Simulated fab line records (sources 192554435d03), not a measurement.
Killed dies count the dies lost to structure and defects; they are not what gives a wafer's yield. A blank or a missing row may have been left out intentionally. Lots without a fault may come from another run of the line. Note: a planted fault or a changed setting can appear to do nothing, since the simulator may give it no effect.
fab line records | flow n5Finfet
record: lots: 7 wafers: 21 lastDay: 16
route steps=1938 shown FIN_SAQP@121 BEOL_M4@1111 PASSIVATION@1936
lots that met no fault: taken from a fault-free run of the same line
startH: start of the lot's first displayed wafer, in hours after the record's first day | waitH: how many hours have passed since the lot's step before this one | " same as the row above | L1.1+2: a single row standing in for several wafers | - either no value or no given start | * or withheld: withheld | < > ~ a bound
route shown NAME@n: a module of which the file shows steps, and the number in the route of the first | usual: the fault-free wafers' mean and standard deviation | same: alike in all rows | chamber/n: place in a boat | sites: readings site by site | _std_site: standard deviation of those values | _edge_site: outer sites' mean less inner sites' | radiusMm: how far each site lies from the wafer's centre | mask NAME#n: copy n | behind: the last tool/chamber to shape the wafer | hold: why the lot was held/for how many hours/how that ended | device: the transistor (n, p or np) that didn't switch | end of line: tests run on the same wafers once the route is complete | step lacking rows: just its recipe | killed: not the wafer's yield, but the dies lost to structure and defects at the first sort | map: per-die view of a wafer (x killed, . not killed, _ where there is no die)
set.NAME: the setting the step ran with; set.NAME@STEP: the setting that earlier step ran with | model.NAME: the simulator's own value behind a step, which no gauge read
lots at selected steps of the route; one table per step, one row per wafer
services: when a tool's chamber went out of use (startH, in hours from the record's first day, below 0 if earlier), for how many hours, and the reason
== steps ==
step: N5_FIN_SAQP_STRIP_55
recipe: chemistry: N2/H2 powerW: 500 tempC: 40 pressureMtorr: 50 rfFrequencyHz: 6e+07 overashFraction: 0.3 biasPowerW: 28 h2Frac: 0.5 n2FlowSccm: 300 h2FlowSccm: 300
step: N5_FIN_SAQP_STRIP_23
recipe: chemistry: SPM timeS: 750 tempC: 130 h2so4H2o2VolRatio: 4
step: N5_FIN_SAQP_SRD_66
recipe: dry: ipaMarangoni timeS: 30 tempC: 23 rinseLiquid: diw
step: N5_FIN_SAQP_RECESS_75
recipe: chemistry: HF/NH3 target: SiO2 targetDepthA: 144 afsCycles: 3 tempC: 30 sublimationTempC: 180 sublimationTimeS: 60
usual: drypumpMotorCurrentA: 5.5/0.41 forelinePTorr: 0.1279/0.00048
same: afsCycles: 3 sublimationTimeS: 60
columns lot.wafer tool chamber startH waitH drypumpMotorCurrentA forelinePTorr
L449.2 vaporEtch-02 1 34.58 0.0 5.8 0.1279
L449.5 " 1 " " 5.8 0.1281
L449.6 " 0 " " 5.0 0.1281
L453.3 vaporEtch-02 1 58.21 0.1 5.8 0.1289
L453.5 " 1 " " 5.8 0.1273
L453.6 " 0 " " 5.0 0.1281
L457.2 vaporEtch-01 0 82.63 0.0 5.1 0.1274
L457.4 " 1 " " 5.9 0.1277
L457.5 " 0 " " 5.1 0.1288
L458.1 vaporEtch-02 1 87.96 0.0 5.8 0.1284
L458.4 " 1 " " 5.8 0.1275
L458.5 " 1 " " 5.8 0.1278
L459.1 vaporEtch-01 1 97.52 0.0 5.9 0.1284
L459.5 " 1 " " 5.9 0.1274
L459.6 " 0 " " 5.1 0.1285
L465.3 vaporEtch-01 0 130.14 0.1 5.1 0.1278
L465.4 " 1 " " 5.9 0.1278
L465.6 " 0 " " 5.1 0.1275
L466.1 vaporEtch-01 1 136.32 0.0 5.9 0.1277
L466.3 " 0 " " 5.1 0.1282
L466.5 " 0 " " 5.1 0.1285
step: N5_FIN_SAQP_SPACER1_ALD_24
recipe: material: SiO2 targetThkA: 203 tempC: 300 aldPrecursorFamily: BDEAS aldCoReactant: O2-plasma pulseTimeS: 1 purgeTimeS: 2 coReactantPurgeTimeS: 2 aldCycles: 218 pressureTorr: 2
step: N5_FIN_SAQP_SPACER1_ETCHBACK_25
recipe: chemistry: CHF3/O2 mode: anisotropicEtchback target: SiO2 targetDepthA: 244 timeS: 12.2 pressureMtorr: 30 sourceW: 650 biasW: 170 Ar_flow_sccm: 200 CHF3_flow_sccm: 50 O2_flow_sccm: 5 ionEnergyEv: 200
step: N5_FIN_SAQP_MANDREL1_REMOVE_56
recipe: chemistry: HBr/Cl2/O2 btTimeS: 10 target: a-Si stopOn: SiNx endpoint: OES-SiCl overEtchFrac: 1 icpW: 600 biasW: 22 HBr_flow_sccm: 150 Cl2_flow_sccm: 80 O2_flow_sccm: 5 pressureMtorr: 10
step: N5_FIN_SAQP_CD_MEAS_27
recipe: targetCdNm: 20 landingEnergyEv: 1000 detector: seInlens polarity: line
usual: cdNm: 20.31/0.22
columns lot.wafer tool chamber startH waitH cdNm
L449.2 cdSem-02 0 35.90 0.1 20.27
L449.5 " 0 " " 20.43
L449.6 " 0 " " 20.03
L453.3 cdSem-03 0 59.40 0.1 20.55
L453.5 " 0 " " 20.58
L453.6 " 0 " " 20.00
L457.2 cdSem-01 0 84.44 0.1 20.47
L457.4 " 0 " " 20.34
L457.5 " 0 " " 20.63
L458.1 cdSem-01 0 90.71 0.1 20.60
L458.4 " 0 " " 20.42
L458.5 " 0 " " 20.48
L459.1 cdSem-01 0 100.89 0.1 20.25
L459.5 " 0 " " 20.25
L459.6 " 0 " " 20.36
L465.3 cdSem-01 0 131.32 0.1 20.82
L465.4 " 0 " " 20.57
L465.6 " 0 " " 20.50
L466.1 cdSem-02 0 137.62 0.1 20.36
L466.3 " 0 " " 20.42
L466.5 " 0 " " 20.31
step: N5_FIN_SAQP_ETCH_57
recipe: chemistry: CH3F/O2 target: SiNx maskMaterial: SiO2 targetDepthA: 325 timeS: 46.4 pressureMtorr: 30 sourceW: 395 biasW: 73 Ar_flow_sccm: 150 CH3F_flow_sccm: 30 O2_flow_sccm: 20 ionEnergyEv: 120 ends: cleared
step: N5_FIN_SAQP_ETCH_65
recipe: chemistry: CF4 target: SiO2 targetDepthA: 40 ionEnergyEv: 350 timeS: 4.4 pressureMtorr: 10 icpW: 800 biasW: 400 cf4FlowSccm: 80
usual: cf4FlowSccm: 80.03/0.23 drypumpMotorCurrentA: 5.8/0.58 oesProductAu: 1.007/0.027 throttleValvePct: 21.78/0.17
same: timeS: 4.4
columns lot.wafer tool chamber startH waitH cf4FlowSccm drypumpMotorCurrentA oesProductAu rfHoursCounterH throttleValvePct
L449.2 rieSi-03 2 36.05 0.1 79.95 6.2 1.023 80 21.63
L449.5 " 3 " " 80.08 5.3 1.050 - 22.00
L449.6 " 0 " " 79.90 4.6 0.978 - 21.67
L453.3 rieSi-01 3 59.55 0.1 79.39 6.3 1.000 42 21.77
L453.5 " 3 " " 79.75 6.3 0.996 - 21.76
L453.6 " 2 " " 80.00 5.4 1.046 - 21.75
L457.2 rieSi-03 3 84.67 0.1 79.99 5.3 1.067 6 22.02
L457.4 " 0 " " 79.93 4.6 1.000 64 21.69
L457.5 " 3 " " 79.85 5.3 1.064 - 22.01
L458.1 rieSi-01 1 91.12 0.1 79.83 5.8 0.993 51 21.60
L458.4 " 3 " " 80.12 6.3 0.980 42 21.78
L458.5 " 2 " " 80.30 5.4 1.038 - 21.77
L459.1 rieSi-01 3 101.12 0.1 80.14 6.3 0.976 43 21.78
L459.5 " 2 " " 79.56 5.4 1.030 - 21.77
L459.6 " 3 " " 79.97 6.3 0.991 - 21.76
L465.3 rieSi-01 1 131.48 0.1 80.06 5.8 0.993 52 21.60
L465.4 " 3 " " 79.81 6.3 0.995 - 21.77
L465.6 " 1 " " 80.16 5.8 0.993 - 21.60
L466.1 rieSi-01 3 137.77 0.1 79.91 6.3 0.994 44 21.77
L466.3 " 1 " " 79.93 5.8 0.995 52 21.60
L466.5 " 0 " " 80.02 6.2 1.008 - 22.11
step: N5_FIN_SAQP_MANDREL_ETCH_58
recipe: chemistry: HBr/Cl2 target: a-Si targetDepthA: 450 btTimeS: 10 stopOn: SiNx maskMaterial: SiO2 overEtchFrac: 0.8 timeS: 27 pressureMtorr: 10 icpW: 800 biasW: 75 HBr_flow_sccm: 150 Cl2_flow_sccm: 80 ends: endPoint
usual: drypumpMotorCurrentA: 5.8/0.58 oesProductAu: 0.703/0.011 throttleValvePct: 35.52/0.25
same: btTimeS: 10
columns lot.wafer tool chamber startH waitH drypumpMotorCurrentA oesProductAu rfHoursCounterH throttleValvePct
L449.2 rieSi-03 2 36.08 0.0 6.2 0.699 80 35.16
L449.5 " 3 " " 5.3 0.721 - 35.63
L449.6 " 0 " " 4.7 0.677 - 35.44
L453.3 rieSi-01 3 59.58 0.0 6.3 0.697 42 35.62
L453.5 " 3 " " 6.3 0.711 - 35.57
L453.6 " 2 " " 5.4 0.723 - 35.53
L457.2 rieSi-03 3 84.70 0.0 5.3 0.706 6 35.65
L457.4 " 0 " " 4.7 0.704 64 35.44
L457.5 " 3 " " 5.3 0.727 - 35.61
L458.1 rieSi-01 1 91.15 0.0 5.8 0.691 51 35.32
L458.4 " 3 " " 6.3 0.695 42 35.57
L458.5 " 2 " " 5.4 0.729 - 35.52
L459.1 rieSi-01 3 101.15 0.0 6.3 0.695 43 35.61
L459.5 " 2 " " 5.4 0.725 - 35.50
L459.6 " 3 " " 6.3 0.705 - 35.56
L465.3 rieSi-01 1 131.52 0.0 5.8 0.707 52 35.31
L465.4 " 3 " " 6.3 0.707 - 35.58
L465.6 " 1 " " 5.8 0.707 - 35.29
L466.1 rieSi-01 3 137.81 0.0 6.4 0.706 44 35.58
L466.3 " 1 " " 5.8 0.706 52 35.28
L466.5 " 0 " " 6.3 0.721 - 35.77
step: N5_FIN_SAQP_RECESS_63
recipe: chemistry: HF/NH3 target: SiO2 targetDepthA: 180 afsCycles: 3 tempC: 30 sublimationTempC: 180 sublimationTimeS: 60
usual: drypumpMotorCurrentA: 5.5/0.41 forelinePTorr: 0.1281/0.0005
same: afsCycles: 3 sublimationTimeS: 60
columns lot.wafer tool chamber startH waitH drypumpMotorCurrentA forelinePTorr
L449.2 vaporEtch-01 1 36.16 0.1 5.9 0.1278
L449.5 " 0 " " 5.1 0.1284
L449.6 " 1 " " 5.9 0.1278
L453.3 vaporEtch-02 0 59.78 0.2 5.0 0.1280
L453.5 " 0 " " 5.0 0.1279
L453.6 " 1 " " 5.8 0.1280
L457.2 vaporEtch-01 1 84.78 0.1 5.9 0.1284
L457.4 " 1 " " 5.9 0.1286
L457.5 " 1 " " 5.9 0.1287
L458.1 vaporEtch-01 0 91.23 0.1 5.1 0.1277
L458.4 " 0 " " 5.1 0.1283
L458.5 " 1 " " 5.9 0.1284
L459.1 vaporEtch-01 1 101.23 0.1 5.9 0.1278
L459.5 " 1 " " 5.9 0.1273
L459.6 " 0 " " 5.1 0.1270
L465.3 vaporEtch-01 0 131.72 0.2 5.1 0.1272
L465.4 " 1 " " 5.9 0.1287
L465.6 " 0 " " 5.1 0.1275
L466.1 vaporEtch-01 1 137.89 0.1 5.9 0.1277
L466.3 " 0 " " 5.1 0.1283
L466.5 " 1 " " 5.9 0.1282
step: N5_FIN_SAQP_COAT_68
recipe: resist: SOC tempC: 250 timeS: 60 spinRpm: 1500 resistThkNm: 100
usual: heaterPowerTotalW: 500.7/1.8 plateTempC: 249.98/0.17
same: timeS: 60
columns lot.wafer tool chamber startH waitH heaterPowerTotalW plateTempC
L449.2 lithoTrack-02 0 36.55 0.3 497.6 250.09
L449.5 " 0 " " 497.3 249.66
L449.6 " 0 " " 498.9 249.82
L453.3 lithoTrack-05 0 60.06 0.2 501.1 249.99
L453.5 " 0 " " 500.9 249.67
L453.6 " 0 " " 502.3 249.59
L457.2 lithoTrack-02 0 85.17 0.3 475.2 239.85
L457.4 " 0 " " 476.9 239.81
L457.5 " 0 " " 474.5 239.67
L458.1 lithoTrack-02 0 91.61 0.3 472.9 239.60
L458.4 " 0 " " 473.5 239.72
L458.5 " 0 " " 474.6 239.50
L459.1 lithoTrack-02 0 101.73 0.3 472.5 239.61
L459.5 " 0 " " 475.6 239.43
L459.6 " 0 " " 475.7 239.24
L465.3 lithoTrack-01 0 131.99 0.2 500.4 249.67
L465.4 " 0 " " 501.2 249.76
L465.6 " 0 " " 501.6 249.95
L466.1 lithoTrack-05 0 138.27 0.3 498.4 250.11
L466.3 " 0 " " 503.1 249.87
L466.5 " 0 " " 499.2 250.23
step: N5_FIN_SAQP_ETCH_69
recipe: chemistry: N2/H2 target: SOC targetDepthA: 1500 stopOn: SiNx ionEnergyEv: 100 biasW: 61 pressureMtorr: 30 sourceW: 850 n2FlowSccm: 200 h2FlowSccm: 200
usual: drypumpMotorCurrentA: 5.7/0.43 oesProductAu: 0.77/0.066 rfVppV: 241.4/1.2 showerheadPlenumPTorr: 2.58/0.066 throttleValvePct: 17.70/0.21
columns lot.wafer tool chamber startH waitH drypumpMotorCurrentA oesProductAu rfHoursCounterH rfVppV showerheadPlenumPTorr throttleValvePct
L449.2 rieDiel-04 1 36.61 - 6.0 0.66 249 241.2 2.61 18.24
L449.5 " 1 " " 6.0 0.66 - 242.8 2.61 18.24
L449.6 " 2 " " 6.1 0.73 - 239.0 2.53 17.53
L453.3 rieDiel-03 1 60.12 - 5.4 0.78 100 240.8 2.57 17.59
L453.5 " 3 " " 5.9 0.70 - 242.1 2.63 17.80
L453.6 " 2 " " 5.2 0.80 - 241.8 2.54 17.50
L457.2 rieDiel-01 0 85.26 - 5.8 0.77 127 239.6 2.54 17.62
L457.4 " 3 " " 6.2 0.90 9 243.1 2.70 17.42
L457.5 " 0 " " 5.8 0.77 - 241.3 2.55 17.62
L458.1 rieDiel-04 3 91.68 - 5.9 0.74 177 243.3 2.63 17.69
L458.4 " 0 " " 6.1 0.77 138 241.0 2.54 17.97
L458.5 " 1 " " 6.0 0.90 - 241.7 2.61 17.84
L459.1 rieDiel-04 0 101.80 - 6.1 0.76 143 241.0 2.54 18.00
L459.5 " 3 " " 5.9 0.73 - 241.6 2.62 17.71
L459.6 " 2 " " 6.1 0.71 - 239.9 2.51 17.58
L465.3 rieDiel-04 3 132.05 - 5.9 0.72 190 241.4 2.62 17.71
L465.4 " 1 " " 6.0 0.87 28 242.0 2.60 17.86
L465.6 " 3 " " 5.9 0.72 - 241.5 2.62 17.72
L466.1 rieDiel-03 1 138.42 - 5.4 0.75 126 240.9 2.56 17.62
L466.3 " 3 " " 5.9 0.67 237 242.6 2.61 17.89
L466.5 " 0 " " 5.3 0.81 - 242.4 2.67 17.42
step: N5_BEOL_M4_RC_MEAS_101
usual: DIBL_N: 36.2/1.7 DIBL_P: 36.2/2.2 IOFF_N: 0.16/0.035 IOFF_P: 0.21/0.042 ION_N: 673/13 ION_P: 462/7.9 SS_N: 71.4/0.59 SS_P: 73.2/0.7 VT_N: 250/3.6 VT_P: -251/3.5
columns lot.wafer tool chamber startH waitH DIBL_N[mV/V] DIBL_P[mV/V] IOFF_N[nA/um] IOFF_P[nA/um] ION_N[uA/um] ION_P[uA/um] SS_N[mV/dec] SS_P[mV/dec] VT_N[mV] VT_P[mV]
L449.2 prober-01 0 173.64 0.2 34.1 35.7 0.13 0.20 661 463 71.9 73.1 253 -252
L449.5 " 0 " " 35.0 36.5 0.15 0.22 676 473 71.0 73.6 251 -249
L449.6 " 0 " " 35.7 37.8 0.17 0.24 680 468 71.6 73.5 248 -247
L453.3 prober-01 0 196.63 0.3 35.3 36.4 0.14 0.18 661 445 71.4 72.7 250 -253
L453.5 " 0 " " 35.8 37.2 0.17 0.19 664 454 71.8 73.8 250 -253
L453.6 " 0 " " 35.0 36.2 0.15 0.19 660 452 71.3 73.7 249 -252
L457.2 prober-01 0 237.76 0.2 40.1 40.2 0.23 0.26 680 464 72.5 73.4 244 -252
L457.4 " 0 " " 33.8 33.7 0.12 0.17 653 449 70.6 72.2 256 -253
L457.5 " 0 " " 38.5 39.5 0.21 0.26 688 465 71.7 73.7 247 -251
L458.1 prober-01 0 240.13 0.0 35.8 35.0 0.14 0.20 668 462 71.3 72.7 250 -251
L458.4 " 0 " " 37.8 38.1 0.20 0.25 690 469 72.2 73.8 245 -249
L458.5 " 0 " " 36.3 36.6 0.17 0.23 689 469 70.8 73.9 249 -249
L459.1 prober-02 0 244.11 0.0 36.4 36.5 0.14 0.18 672 457 70.7 73.1 250 -256
L459.5 " 0 " " 36.0 36.5 0.13 0.18 668 458 70.6 74.5 250 -254
L459.6 " 0 " " 36.7 36.5 0.15 0.19 678 465 71.2 73.4 253 -253
L465.3 prober-02 0 281.42 0.3 35.0 34.2 0.13 0.16 657 450 71.1 72.9 251 -256
L465.4 " 0 " " 34.6 33.9 0.12 0.16 664 457 70.7 72.8 253 -254
L465.6 " 0 " " 34.0 33.8 0.12 0.16 662 454 71.3 73.0 254 -255
L466.1 prober-01 0 287.80 0.0 37.7 35.8 0.18 0.20 674 459 70.9 72.5 249 -249
L466.3 " 0 " " 38.4 36.5 0.17 0.21 670 454 71.9 73.7 251 -252
L466.5 " 0 " " 36.7 34.2 0.15 0.18 659 451 71.3 73.1 253 -251
step: N5_PASSIVATION_PROBE_49
usual: defectLimitedYield: 91.4/1.4 killed_at_M0_to_M3: 31/10 killed_at_M4_up: 14/5.6 killedAtContacts: 13/6.3 killedAtFrontEnd: 39/10 killedAtOther: 4/3.1 killedDies: 101/16 killedOpen: 65/13 killedShort: 34/7.2 sort_bin_5_function: 5.1/0.88 sort_bin_6_memory: 3.2/0.66 sortNPass: 1079/16 sortYieldPct: 91.4/1.4
same: grossDies: 1180 killedAtBackSide: 0 sort_bin_4_leakage[%]: 0 sort_bin_8_speed[%]: 0
columns lot.wafer tool chamber startH waitH defectLimitedYield[%] killed_at_M0_to_M3 killed_at_M4_up killedAtContacts killedAtFrontEnd killedAtOther killedDies killedOpen killedShort sort_bin_5_function[%] sort_bin_6_memory[%] sortNPass sortYieldPct[%]
L449.2 prober-02 - 279.61 0.1 91.0 22 16 25 39 4 106 80 25 5.3 3.6 1074 91.0
L449.5 prober-02 - 279.76 0.2 92.5 18 9 27 30 4 88 57 29 4.3 2.9 1092 92.5
L449.6 prober-02 - 279.81 0.3 92.4 22 14 23 29 2 90 64 24 4.1 3.3 1090 92.4
L453.3 prober-01 - 294.90 0.1 93.5 30 11 4 27 5 77 46 31 3.7 2.7 1103 93.5
L453.5 prober-01 - 295.00 0.2 93.1 18 9 10 40 5 82 48 34 4.2 2.5 1098 93.1
L453.6 prober-01 - 295.05 0.3 93.3 21 12 9 35 2 79 54 25 4.5 2.1 1101 93.3
L458.1 prober-01 - 340.80 0.0 91.2 43 5 7 49 0 104 67 35 5.8 2.7 1076 91.2
L458.4 prober-01 - 340.95 0.2 91.5 27 16 16 38 3 100 68 32 4.9 3.3 1080 91.5
L458.5 prober-01 - 341.00 0.2 90.2 36 9 9 59 3 116 67 49 5.4 3.6 1064 90.2
L457.2 prober-01 - 345.01 0.1 91.0 27 25 6 47 1 106 79 27 5.5 3.4 1074 91.0
L457.4 prober-01 - 345.11 0.2 93.1 17 24 12 28 0 81 52 29 4.3 2.4 1099 93.1
L457.5 prober-01 - 345.16 0.2 91.2 33 25 7 38 1 104 74 30 5.1 3.6 1076 91.2
L459.1 prober-01 - 346.54 0.0 90.2 33 14 25 43 1 116 85 30 6.7 2.7 1064 90.2
L459.5 prober-01 - 346.74 0.2 91.2 25 14 16 46 3 104 68 31 5.4 2.8 1076 91.2
L459.6 prober-01 - 346.79 0.3 89.8 48 15 28 28 1 120 80 39 5.8 4.1 1060 89.8
L466.1 prober-01 - 388.30 0.0 90.9 32 18 11 45 1 107 67 39 4.3 4.4 1073 90.9
L466.3 prober-01 - 388.40 0.1 94.7 13 16 11 19 3 62 44 18 3.2 1.8 1118 94.7
L466.5 prober-01 - 388.50 0.2 92.2 22 12 17 40 1 92 55 37 4.9 2.8 1088 92.2
L465.3 prober-02 - 391.88 0.1 91.8 26 20 10 37 4 97 67 28 4.3 3.4 1083 91.8
L465.4 prober-02 - 391.93 0.2 93.6 29 13 7 25 1 75 49 25 3.4 2.8 1105 93.6
L465.6 prober-02 - 392.03 0.3 91.9 27 19 6 38 6 96 54 38 4.4 3.4 1084 91.9
killed by level:class
L449.2 MOL_CONTACT_COAG:geometricParticle:open=20 STI_FIN_REVEAL:geometricParticle:open=11 BEOL_M4:geometricParticle:open=11 FIN_SAQP:geometricParticle:short=8 FIN_SAQP:geometricParticle:open=8 BEOL_M1:geometricParticle:open=6 BEOL_M0_SAQP:geometricParticle:open=5 BEOL_M2:geometricParticle:open=5
L449.5 MOL_CONTACT_COAG:geometricParticle:open=21 DUMMY_GATE:geometricParticle:open=9 FIN_SAQP:geometricParticle:open=6 BEOL_M0_SAQP:geometricParticle:short=6 BEOL_M0_SAQP:geometricParticle:open=5 GATE_CUT:geometricParticle:short=4 MOL_CONTACT_COAG:geometricParticle:short=4 DUMMY_GATE:geometricParticle:short=3
L449.6 MOL_CONTACT_COAG:geometricParticle:open=19 FIN_SAQP:geometricParticle:open=11 BEOL_M0_SAQP:geometricParticle:open=8 DUMMY_GATE:geometricParticle:open=7 FIN_SAQP:geometricParticle:short=5 MOL_CONTACT_COAG:geometricParticle:short=4 GATE_CUT:geometricParticle:open=3 BEOL_M0_SAQP:geometricParticle:short=3
L453.3 BEOL_M3:geometricParticle:open=11 FIN_SAQP:geometricParticle:short=9 BEOL_M0_SAQP:geometricParticle:open=8 BEOL_M8:geometricParticle:open=4 STI_FIN_REVEAL:geometricParticle:open=4 BEOL_M0_SAQP:geometricParticle:short=4 STARTING-WAFER:geometricParticle:short=3 DUMMY_GATE:geometricParticle:open=2
L453.5 FIN_SAQP:geometricParticle:short=14 FIN_SAQP:geometricParticle:open=13 MOL_CONTACT_COAG:geometricParticle:open=8 BEOL_M0_SAQP:geometricParticle:short=8 BEOL_M0_SAQP:geometricParticle:open=5 BEOL_M4:geometricParticle:open=4 STI_FIN_REVEAL:geometricParticle:open=3 STARTING-WAFER:geometricParticle:short=3
L453.6 FIN_SAQP:geometricParticle:open=10 GATE_CUT:geometricParticle:short=8 MOL_CONTACT_COAG:geometricParticle:open=8 BEOL_M0_SAQP:geometricParticle:short=6 BEOL_M0_SAQP:geometricParticle:open=5 FIN_SAQP:geometricParticle:short=4 BEOL_M5:geometricParticle:open=4 BEOL_M2:geometricParticle:open=4
L458.1 FIN_SAQP:geometricParticle:open=13 BEOL_M0_SAQP:geometricParticle:open=13 FIN_SAQP:geometricParticle:short=9 BEOL_M3:geometricParticle:open=8 BEOL_M0_SAQP:geometricParticle:short=8 BEOL_M2:geometricParticle:open=7 GATE_CUT:geometricParticle:short=5 ILD0:geometricParticle:open=4
L458.4 MOL_CONTACT_COAG:geometricParticle:open=13 BEOL_M4:geometricParticle:open=10 GATE_CUT:geometricParticle:short=7 STI_FIN_REVEAL:geometricParticle:open=6 BEOL_M1:geometricParticle:open=6 FIN_SAQP:geometricParticle:open=5 DUMMY_GATE:geometricParticle:open=5 BEOL_M2:geometricParticle:open=5
L458.5 FIN_SAQP:geometricParticle:short=13 GATE_CUT:geometricParticle:short=12 STI_FIN_REVEAL:geometricParticle:open=10 BEOL_M0_SAQP:geometricParticle:open=9 BEOL_M0_SAQP:geometricParticle:short=8 FIN_SAQP:geometricParticle:open=6 GATE_CUT:geometricParticle:open=6 MOL_CONTACT_COAG:geometricParticle:open=6
L457.2 FIN_SAQP:geometricParticle:open=22 BEOL_M4:geometricParticle:open=15 FIN_SAQP:geometricParticle:short=8 BEOL_M0_SAQP:geometricParticle:open=7 MOL_CONTACT_COAG:geometricParticle:open=6 STI_FIN_REVEAL:geometricParticle:open=6 BEOL_M2:geometricParticle:open=6 BEOL_M0_SAQP:geometricParticle:short=6
L457.4 BEOL_M4:geometricParticle:open=15 STI_FIN_REVEAL:geometricParticle:open=10 BEOL_M3:geometricParticle:open=7 MOL_CONTACT_COAG:geometricParticle:open=6 MOL_CONTACT_COAG:geometricParticle:short=6 BEOL_M0_SAQP:geometricParticle:short=4 BEOL_M3:geometricParticle:short=4 FIN_SAQP:geometricParticle:short=3
L457.5 BEOL_M4:geometricParticle:open=11 BEOL_M2:geometricParticle:open=10 FIN_SAQP:geometricParticle:short=9 BEOL_M0_SAQP:geometricParticle:short=8 FIN_SAQP:geometricParticle:open=7 BEOL_M7:geometricParticle:open=7 MOL_CONTACT_COAG:geometricParticle:open=6 STI_FIN_REVEAL:geometricParticle:open=5
L459.1 MOL_CONTACT_COAG:geometricParticle:open=22 BEOL_M4:geometricParticle:open=11 BEOL_M0_SAQP:geometricParticle:open=10 FIN_SAQP:geometricParticle:short=9 BEOL_M2:geometricParticle:open=8 FIN_SAQP:geometricParticle:open=6 GATE_CUT:geometricParticle:open=6 BEOL_M0_SAQP:geometricParticle:short=5
L459.5 MOL_CONTACT_COAG:geometricParticle:open=13 FIN_SAQP:geometricParticle:open=8 FIN_SAQP:geometricParticle:short=8 STI_FIN_REVEAL:geometricParticle:open=8 BEOL_M0_SAQP:geometricParticle:open=7 STARTING-WAFER:geometricParticle:open=5 BEOL_M0_SAQP:geometricParticle:short=4 GATE_CUT:geometricParticle:short=4
L459.6 MOL_CONTACT_COAG:geometricParticle:open=23 BEOL_M0_SAQP:geometricParticle:short=10 BEOL_M0_SAQP:geometricParticle:open=9 BEOL_M4:geometricParticle:open=7 BEOL_M3:geometricParticle:open=7 FIN_SAQP:geometricParticle:short=6 BEOL_M0:geometricParticle:open=6 BEOL_M2:geometricParticle:open=6
L466.1 STI_FIN_REVEAL:geometricParticle:open=16 MOL_CONTACT_COAG:geometricParticle:open=9 BEOL_M3:geometricParticle:open=7 BEOL_M3:geometricParticle:short=7 BEOL_M4:geometricParticle:open=7 BEOL_M0_SAQP:geometricParticle:short=5 FIN_SAQP:geometricParticle:short=4 DUMMY_GATE:geometricParticle:open=4
L466.3 MOL_CONTACT_COAG:geometricParticle:open=11 BEOL_M4:geometricParticle:open=8 STARTING-WAFER:geometricParticle:open=4 FIN_SAQP:geometricParticle:short=3 STI_FIN_REVEAL:geometricParticle:open=3 GATE_CUT:geometricParticle:short=3 BEOL_M0_SAQP:geometricParticle:short=3 BEOL_M3:geometricParticle:open=3
L466.5 MOL_CONTACT_COAG:geometricParticle:open=12 ILD0:geometricParticle:open=6 BEOL_M0_SAQP:geometricParticle:short=6 ILD0:geometricParticle:short=5 MOL_CONTACT_COAG:geometricParticle:short=5 STARTING-WAFER:geometricParticle:open=5 FIN_SAQP:geometricParticle:short=4 BEOL_M0_SAQP:geometricParticle:open=4
L465.3 BEOL_M4:geometricParticle:open=13 FIN_SAQP:geometricParticle:short=12 MOL_CONTACT_COAG:geometricParticle:open=10 FIN_SAQP:geometricParticle:open=9 STI_FIN_REVEAL:geometricParticle:open=8 BEOL_M2:geometricParticle:open=8 BEOL_M3:geometricParticle:open=5 DUMMY_GATE:geometricParticle:open=3
L465.4 BEOL_M4:geometricParticle:open=7 BEOL_M3:geometricParticle:open=7 FIN_SAQP:geometricParticle:short=6 BEOL_M0_SAQP:geometricParticle:open=6 MOL_CONTACT_COAG:geometricParticle:open=5 BEOL_M0_SAQP:geometricParticle:short=4 BEOL_M0:geometricParticle:open=4 STARTING-WAFER:geometricParticle:open=4
L465.6 BEOL_M4:geometricParticle:open=8 BEOL_M0_SAQP:geometricParticle:short=8 FIN_SAQP:geometricParticle:open=7 FIN_SAQP:geometricParticle:short=5 MOL_CONTACT_COAG:geometricParticle:open=5 BEOL_M0_SAQP:geometricParticle:open=5 BEOL_M3:geometricParticle:open=5 GATE_CUT:geometricParticle:short=4
== services ==
columns tool chamber startH hours kind
rieDiel-03 2 11.22 15.4 repair
rieSi-03 0 23.55 4.2 repair
rieDiel-04 1 39.38 - clean
rieDiel-04 1 39.38 - consumableReplace:focusRing
rieDiel-04 1 39.38 14.2 scheduledDown
rieDiel-04 1 39.38 14.2 ventCycle
rieDiel-01 3 43.78 - clean
rieDiel-01 3 43.78 - consumableReplace:focusRing
rieDiel-01 3 43.78 - consumableReplace:showerhead
rieDiel-01 3 43.78 15.0 scheduledDown
rieDiel-01 3 43.78 15.0 ventCycle
rieDiel-01 0 51.63 3.6 repair
lithoTrack-01 - 56.41 - consumableReplace:filter
rieSi-01 2 65.39 1.7 repair
rieSi-01 - 71.67 2.8 pm
rieSi-03 - 89.44 14.6 pm
rieDiel-01 0 112.49 8.4 repair
rieSi-03 - 117.25 2.8 pm
rieSi-03 - 125.66 0.3 repair
rieSi-01 2 127.83 8.9 repair
lithoTrack-05 - 133.47 - consumableReplace:filter
== key ==
firstSign: step: N5_FIN_SAQP_COAT_68 reading: plateTempC direction: down sigmas: 61 usual: * struck: *
effect: step: N5_FIN_SAQP_COAT_68 reading: heaterPowerTotalW direction: down sigmas: 14 usual: * struck: *
metAt N5_FIN_SAQP_COAT_68
struckWafers L457.2,L457.4,L457.5,L458.1,L458.4,L458.5,L459.1,L459.5,L459.6
onsetBetween 36.55 85.17
fault: kind: processParameterDrift tool: lithoTrack-02 chamber: - onsetH: 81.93 steps: N5_FIN_SAQP_COAT_68 channel: tempC offset: * shape: step endH: 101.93 actsIn: * stated: *
